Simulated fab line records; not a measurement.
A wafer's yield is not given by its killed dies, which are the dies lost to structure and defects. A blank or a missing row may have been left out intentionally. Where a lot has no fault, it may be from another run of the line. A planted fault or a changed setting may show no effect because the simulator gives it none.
fab line records	flow nand_harc
[record] lots = 13	wafers = 39	last_day = 33
route steps=1302 shown A_M1@1200 A_BONDPAD@1215 THIN_TSV@1273 END@1302
lots untouched by any fault: they come from a run of this same line in which no faults occurred
start_h: start of the lot's first displayed wafer, in hours after the record's first day	wait_h: hours elapsed since this lot's preceding step	" as in the row above	L1.1+2: a row that stands for several wafers	- no value, or no start was given	* or withheld: withheld	< > ~ a bound
route shown NAME@n: NAME is a module with steps in the file, n the number in the route of the first one	usual: the fault-free wafers' mean and standard deviation	same: alike in all rows	chamber/n: place in a boat	sites: the reading at each site	_std_site: the values' standard deviation	_edge_site: the outer-site mean with the inner-site mean subtracted	radius_mm: how far each site lies from the wafer's centre	mask NAME#n: copy n	behind: the tool/chamber that last shaped the wafer	hold: why the lot was held/for how many hours/how that ended	device: which transistor (n, p or np) failed to switch	end of line: the tests these same wafers got at the end of their route	where a step has no rows: the recipe by itself	killed: not the wafer's yield, but the dies lost to structure and defects at the first sort	map: per-die view of a wafer (x killed, . not killed, _ where there is no die)
set.NAME: the setting that was run; set.NAME@STEP: the one run at that earlier step	model.NAME: the simulator's own value behind a step, which no gauge read
route steps across a sampled set of lots; one table per step, one row per wafer
services: a tool's chamber out of use, with start hour (start_h, from the record's first day; less than 0 if before it), hours out, and reason
[[steps]]
[step NHARC_A_M1_PRE_CLEAN_32]
[recipe] time_s = 12	temp_c = 370	rf_power_w = 300	gas = NH3
[usual] heater_power_w = 635/60	rf_fwd_power_W = 292.5/0.91
lot.wafer	tool	chamber	start_h	wait_h	heater_power_w	rf_fwd_power_W
L513.1	pecvd-03	2	538.10	0.1	593	292.2
L513.3	"	0	"	"	620	292.3
L513.6	"	0	"	"	616	293.3
L516.3	pecvd-01	2	553.50	0.1	679	291.7
L516.6	"	0	"	"	657	292.9
L516.4	"	1	"	"	666	293.2
L515.1	pecvd-04	1	554.86	0.1	793	292.6
L515.4	"	1	"	"	786	292.2
L515.5	"	2	"	"	689	292.4
L514.1	pecvd-01	0	556.64	0.1	601	293.4
L514.4	"	0	"	"	596	293.6
L514.5	"	1	"	"	601	292.8
L519.1	pecvd-03	1	594.24	0.1	680	292.3
L519.6	"	2	"	"	579	292.8
L519.4	"	0	"	"	540	291.6
L521.3	pecvd-03	2	623.48	0.1	584	293.4
L521.6	"	0	"	"	562	290.8
L521.4	"	1	"	"	691	291.4
L525.3	pecvd-03	2	635.86	0.1	581	291.9
L525.2	"	0	"	"	522	291.9
L525.6	"	2	"	"	587	292.1
L530.3	pecvd-03	0	695.17	0.1	593	294.3
L530.2	"	2	"	"	588	292.2
L530.6	"	2	"	"	585	294.3
L529.1	pecvd-04	0	711.36	0.1	675	291.8
L529.5	"	0	"	"	677	294.0
L529.6	"	1	"	"	700	292.0
L531.4	pecvd-03	2	726.46	0.1	554	292.9
L531.5	"	0	"	"	523	292.4
L531.6	"	1	"	"	602	292.2
L534.3	pecvd-03	0	745.70	0.1	526	292.3
L534.2	"	1	"	"	674	292.9
L534.6	"	1	"	"	687	293.3
L535.2	pecvd-04	2	758.18	0.1	651	292.7
L535.4	"	2	"	"	644	291.5
L535.5	"	1	"	"	690	292.0
L536.2	pecvd-04	1	763.48	0.1	750	292.4
L536.4	"	1	"	"	734	291.3
L536.5	"	1	"	"	702	290.9
[step NHARC_A_BONDPAD_CD_MEAS_09]
[recipe] target_cd_nm = 500	landing_energy_ev = 500
[usual] cd_nm = 500.2/1.9
[same] landing_energy_ev = 500
lot.wafer	tool	chamber	start_h	wait_h	cd_nm
L513.1	cd_sem-02	0	539.94	-	497.5
L513.3	"	0	"	"	497.4
L513.6	"	0	"	"	499.9
L516.3	cd_sem-02	0	555.32	-	496.7
L516.4	"	0	"	"	500.0
L516.6	"	0	"	"	498.2
L515.1	cd_sem-02	0	556.70	-	501.1
L515.4	"	0	"	"	502.9
L515.5	"	0	"	"	499.2
L514.1	cd_sem-03	0	558.36	-	499.7
L514.4	"	0	"	"	500.4
L514.5	"	0	"	"	501.8
L519.1	cd_sem-01	0	596.06	-	498.1
L519.4	"	0	"	"	498.4
L519.6	"	0	"	"	499.9
L521.3	cd_sem-02	0	625.22	-	499.1
L521.4	"	0	"	"	500.0
L521.6	"	0	"	"	498.2
L525.2	cd_sem-01	0	637.71	-	500.1
L525.3	"	0	"	"	499.1
L525.6	"	0	"	"	498.1
L530.2	cd_sem-02	0	697.03	-	499.7
L530.3	"	0	"	"	500.6
L530.6	"	0	"	"	499.6
L529.1	cd_sem-01	0	713.20	-	500.8
L529.5	"	0	"	"	501.0
L529.6	"	0	"	"	504.4
L531.4	cd_sem-02	0	728.36	-	497.2
L531.5	"	0	"	"	497.3
L531.6	"	0	"	"	498.6
L534.2	cd_sem-03	0	747.69	-	502.0
L534.3	"	0	"	"	499.6
L534.6	"	0	"	"	499.2
L535.2	cd_sem-01	0	760.22	-	502.4
L535.4	"	0	"	"	499.7
L535.5	"	0	"	"	503.1
L536.2	cd_sem-01	0	765.51	-	500.3
L536.4	"	0	"	"	503.3
L536.5	"	0	"	"	501.3
[step NHARC_A_BONDPAD_STRIP_15]
[recipe] o2_flow_sccm = 500	ar_flow_sccm = 0	bias_w = 0	chemistry = O2
[usual] drypump_motor_current_A = 5.68/0.25	oes_product_au = 0.999/0.0081	rf_vpp_V = 57.9/0.97	showerhead_plenum_p_Torr = 3.55/0.17	throttle_valve_pct = 17.037/0.0082
lot.wafer	tool	chamber	start_h	wait_h	drypump_motor_current_A	oes_product_au	rf_hours_counter_h	rf_vpp_V	showerhead_plenum_p_Torr	throttle_valve_pct
L513.1	rie_diel-08	2	540.54	0.1	5.50	0.994	5	57.7	3.30	17.047
L513.3	"	3	"	"	5.58	0.995	5	57.8	3.57	17.041
L513.6	"	2	"	"	5.48	0.988	-	58.3	3.30	17.027
L516.3	rie_diel-12	2	555.99	0.1	5.91	0.995	23	58.9	3.65	17.042
L516.4	"	2	"	"	5.89	0.996	-	57.4	3.65	17.029
L516.6	"	3	"	"	5.84	0.984	-	58.0	3.43	17.020
L515.4	rie_diel-08	3	557.32	0.1	5.59	0.998	0	57.1	3.57	17.021
L515.1	"	1	"	"	5.93	0.986	0	57.1	3.73	17.024
L515.5	"	3	"	"	5.58	0.984	-	57.8	3.57	17.039
L514.4	rie_diel-08	0	558.98	0.1	5.96	1.007	0	58.7	3.75	17.043
L514.1	"	1	"	"	5.91	0.998	0	57.9	3.73	17.032
L514.5	"	0	"	"	5.96	1.001	-	59.2	3.75	17.042
L519.4	rie_diel-08	1	596.68	0.1	5.95	0.995	2	57.2	3.73	17.037
L519.1	"	2	"	"	5.50	0.999	2	55.2	3.30	17.039
L519.6	"	1	"	"	5.95	1.004	-	57.8	3.73	17.058
L521.3	rie_diel-08	0	625.81	0.1	5.96	1.005	2	58.0	3.75	17.037
L521.4	"	2	"	"	5.50	0.981	2	57.7	3.30	17.033
L521.6	"	1	"	"	5.92	0.995	-	58.3	3.73	17.037
L525.3	rie_diel-12	1	638.33	0.1	5.35	0.998	3	60.3	3.66	17.041
L525.2	"	2	"	"	5.89	1.008	3	58.4	3.64	17.028
L525.6	"	0	"	"	5.40	0.995	-	56.8	3.29	17.022
L530.3	rie_diel-08	1	697.66	0.1	5.92	1.003	4	60.1	3.73	17.043
L530.2	"	2	"	"	5.51	0.998	4	58.2	3.30	17.052
L530.6	"	0	"	"	5.97	1.007	-	58.3	3.75	17.033
L529.1	rie_diel-12	1	713.84	0.1	5.35	0.998	14	58.8	3.65	17.030
L529.6	"	3	"	"	5.83	0.992	-	57.1	3.42	17.029
L529.5	"	0	"	"	5.39	1.009	-	57.7	3.29	17.039
L531.4	rie_diel-12	1	728.98	0.1	5.35	1.008	16	58.1	3.65	17.054
L531.5	"	3	"	"	5.84	0.990	-	56.7	3.41	17.035
L531.6	"	0	"	"	5.42	1.002	-	56.3	3.28	17.047
L534.3	rie_diel-12	0	748.29	0.1	5.40	1.008	19	56.7	3.28	17.053
L534.2	"	1	"	"	5.37	0.986	18	59.3	3.65	17.034
L534.6	"	1	"	"	5.34	0.997	-	57.9	3.65	17.022
L535.4	rie_diel-12	1	760.82	0.1	5.36	0.995	20	58.7	3.65	17.042
L535.2	"	0	"	"	5.41	1.002	20	57.4	3.28	17.051
L535.5	"	1	"	"	5.37	0.993	-	59.2	3.65	17.032
L536.2	rie_diel-08	3	766.11	0.1	5.58	1.012	1	56.7	3.57	17.033
L536.4	"	1	"	"	5.95	0.989	1	59.0	3.73	17.032
L536.5	"	3	"	"	5.60	1.003	-	58.6	3.57	17.032
[step NHARC_THIN_TSV_PVD_51]
[recipe] target_thk_a = 1000	chamber_pressure_pa = 5	material = Cu
[usual] throttle_valve_pct = 29.8/1
lot.wafer	tool	chamber	start_h	wait_h	throttle_valve_pct
L513.3	pvd_sputter-01	-	561.48	-	28.2
L513.1	"	-	"	"	28.5
L513.6	"	-	"	"	29.2
L516.3	pvd_sputter-02	-	573.50	-	30.8
L516.4	"	-	"	"	30.6
L516.6	"	-	"	"	30.4
L515.4	pvd_sputter-01	-	574.75	-	29.3
L515.1	"	-	"	"	28.2
L515.5	"	-	"	"	30.5
L514.4	pvd_sputter-02	-	575.97	-	31.0
L514.1	"	-	"	"	31.4
L514.5	"	-	"	"	30.5
L519.1	pvd_sputter-03	-	617.16	-	30.0
L519.4	"	-	"	"	30.2
L519.6	"	-	"	"	29.6
L521.4	pvd_sputter-03	-	647.27	-	29.8
L521.3	"	-	"	"	28.8
L521.6	"	-	"	"	29.0
L525.2	pvd_sputter-03	-	656.17	-	29.9
L525.3	"	-	"	"	30.1
L525.6	"	-	"	"	29.2
L530.3	pvd_sputter-01	-	716.85	-	30.7
L530.2	"	-	"	"	28.3
L530.6	"	-	"	"	28.2
L529.1	pvd_sputter-01	-	731.51	-	28.3
L529.6	"	-	"	"	29.5
L529.5	"	-	"	"	27.8
L531.4	pvd_sputter-03	-	754.75	-	28.6
L531.5	"	-	"	"	29.4
L531.6	"	-	"	"	28.7
L534.2	pvd_sputter-03	-	767.79	-	29.4
L534.3	"	-	"	"	30.1
L534.6	"	-	"	"	29.4
L535.4	pvd_sputter-03	-	778.28	-	29.5
L535.2	"	-	"	"	28.6
L535.5	"	-	"	"	29.4
L536.4	pvd_sputter-03	-	784.22	-	30.0
L536.2	"	-	"	"	28.9
L536.5	"	-	"	"	30.1
[step NHARC_END_SORT_01]
[recipe] temp_c = 25
[usual] defect_limited_yield = 90.6/2.6	killed_at_array = 58/18	killed_at_other = 1.0/1.5	killed_at_periphery = 4/3.1	killed_dies = 64/18	killed_open = 3.4/1.9	killed_short = 2.7/1.7
[same] gross_dies = 677
lot.wafer	tool	chamber	start_h	wait_h	defect_limited_yield[%]	killed_at_array	killed_at_other	killed_at_periphery	killed_dies	killed_open	killed_short
L525.2	prober-02	0	671.36	2.8	0	56	617	4	677	5	4
L525.3	prober-02	0	672.16	3.1	90.1	63	2	2	67	5	2
L525.6	prober-02	0	674.56	4.0	0	55	618	4	677	2	3
// killed by level:class
L525.2 THIN_TSV:area_pvd=616 A_SLIT:chamber_film_flake=22 A_CHANNEL_HOLE_D2:chamber_film_flake=14 A_CHANNEL_HOLE_D1:chamber_film_flake=5 P_BONDPAD:chamber_film_flake=2 A_DECK1_JOINT:chamber_film_flake=2 A_STAIRCASE:chamber_film_flake=2 A_ONON_D1:geometric_particle:open=1
L525.3 A_SLIT:chamber_film_flake=29 A_CHANNEL_HOLE_D2:chamber_film_flake=11 A_CHANNEL_HOLE_D1:chamber_film_flake=5 A_CONTACT:chamber_film_flake=5 A_WL_FILL:chamber_film_flake=3 P_BONDPAD:chamber_film_flake=2 A_DECK1_JOINT:chamber_film_flake=2 A_SOURCE_PLATE:geometric_particle:short=1
L525.6 THIN_TSV:area_pvd=618 A_SLIT:chamber_film_flake=28 A_CHANNEL_HOLE_D1:chamber_film_flake=7 A_CONTACT:chamber_film_flake=6 A_CHANNEL_HOLE_D2:chamber_film_flake=5 A_SGD_CUT:geometric_particle:short=2 P_BONDPAD:chamber_film_flake=2 A_DECK1_JOINT:chamber_film_flake=2
[[services]]
tool	chamber	start_h	hours	kind
pvd_sputter-03	-	526.00	10.0	pm
rie_diel-08	-	538.02	0.3	repair
pecvd-03	1	542.80	23.6	repair
rie_diel-08	-	544.85	9.0	pm
pecvd-01	-	545.39	3.4	repair
pecvd-03	-	547.75	13.0	pm
rie_diel-12	2	574.55	3.9	repair
pvd_sputter-01	-	576.25	3.2	repair
rie_diel-08	3	581.01	3.1	repair
pvd_sputter-01	-	582.02	10.0	pm
pvd_sputter-03	-	608.25	5.0	repair
rie_diel-12	-	622.48	9.0	pm
pecvd-04	-	631.00	13.0	pm
pvd_sputter-03	-	632.94	1.4	repair
rie_diel-12	-	669.03	5.1	repair
pecvd-03	2	674.89	8.4	repair
pvd_sputter-03	-	704.00	10.0	pm
rie_diel-12	2	710.59	2.6	repair
pvd_sputter-03	-	714.88	5.2	repair
rie_diel-08	-	721.85	9.0	pm
pecvd-03	-	728.75	13.0	pm
pvd_sputter-03	-	739.24	3.7	repair
pecvd-04	0	755.89	17.4	repair
pvd_sputter-01	-	760.02	10.0	pm
[[key]]
[first_sign] step = NHARC_END_SORT_01	reading = killed_at_other	direction = up	sigmas = 99+	usual = 1.0	struck = 617.5
[effect] step = NHARC_END_SORT_01	reading = defect_limited_yield	direction = down	sigmas = 34	usual = 90.6	struck = 0
[more_kills_born_at] NHARC_THIN_TSV_PVD_51@pvd_sputter-03 = 1234
met_at NHARC_THIN_TSV_PVD_51
struck_lots L525
struck_wafers L525.2,L525.6
later_rows_left_out L525.2,L525.6
not_acting_at NHARC_A_M1_PRE_CLEAN_32,NHARC_A_BONDPAD_CD_MEAS_09,NHARC_A_BONDPAD_STRIP_15
onset_between 617.16 656.17
[fault] kind = process_parameter_drift	tool = pvd_sputter-03	chamber = -	onset_h = 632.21	steps = NHARC_THIN_TSV_PVD_51	channel = target_thk_a	offset = *	shape = step	end_h = 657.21	scope = struck_wafers_only	acts_in = *	stated = *
// later_rows_left_out: the simulator's readings of these wafers behind a module that went badly wrong aren't trusted and aren't shown, but for the sort
